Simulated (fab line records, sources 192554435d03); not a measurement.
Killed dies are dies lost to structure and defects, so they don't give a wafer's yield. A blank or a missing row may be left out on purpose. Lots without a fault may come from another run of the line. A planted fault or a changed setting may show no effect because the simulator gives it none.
Chamber matching | flow n5_finfet | N5_MIM_TOP_ETCH_STRIP_01 on rie_diel-02: 4 sister chambers
The step strips in O2. 4 wafers are shown with their chamber, then 10 later ones without.

WAFERS WITH THEIR CHAMBER
wafer  | chamber | showerhead_plenum_p_Torr (Torr)
L078.5 | 3       | 2.19
L081.5 | 1       | 1.98
L093.3 | 0       | 2.06
L093.4 | 2       | 1.92

WAFERS WITHOUT THEIR CHAMBER
wafer  | showerhead_plenum_p_Torr (Torr)
L093.5 | 2.06
L096.1 | 1.92
L096.2 | 2.23
L096.3 | 2.05
L096.4 | 2.18
L096.5 | 2.05
L096.6 | 2.17
L095.1 | 2.18
L095.3 | 2.23
L095.4 | 1.92

WHICH CHAMBER EACH WENT THROUGH
wafer  | from the rows above | in truth
L093.5 | 0                   | 0
L096.1 | 2                   | 2
L096.2 | 3                   | 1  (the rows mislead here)
L096.3 | 0                   | 0
L096.4 | 3                   | 3
L096.5 | 0                   | 0
L096.6 | 3                   | 3
L095.1 | 3                   | 3
L095.3 | 3                   | 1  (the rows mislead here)
L095.4 | 2                   | 2
Placed correctly: 8 of 10. Can't be placed from these rows: 0. Placed wrongly: 2.
How it was worked out, from the rows above alone: a wafer's distance from a chamber is the root of the sum, over the readings, of the square of ((its reading less the chamber's mean) divided by the reading's scatter). The wafer belongs to the nearest chamber; if the next one is less than 2 further off, it can't be placed. A chamber's mean is the mean of its shown wafers. The scatter: with one shown wafer a chamber, the root of the mean of the squares of how far each hidden wafer lies from its nearest shown one.
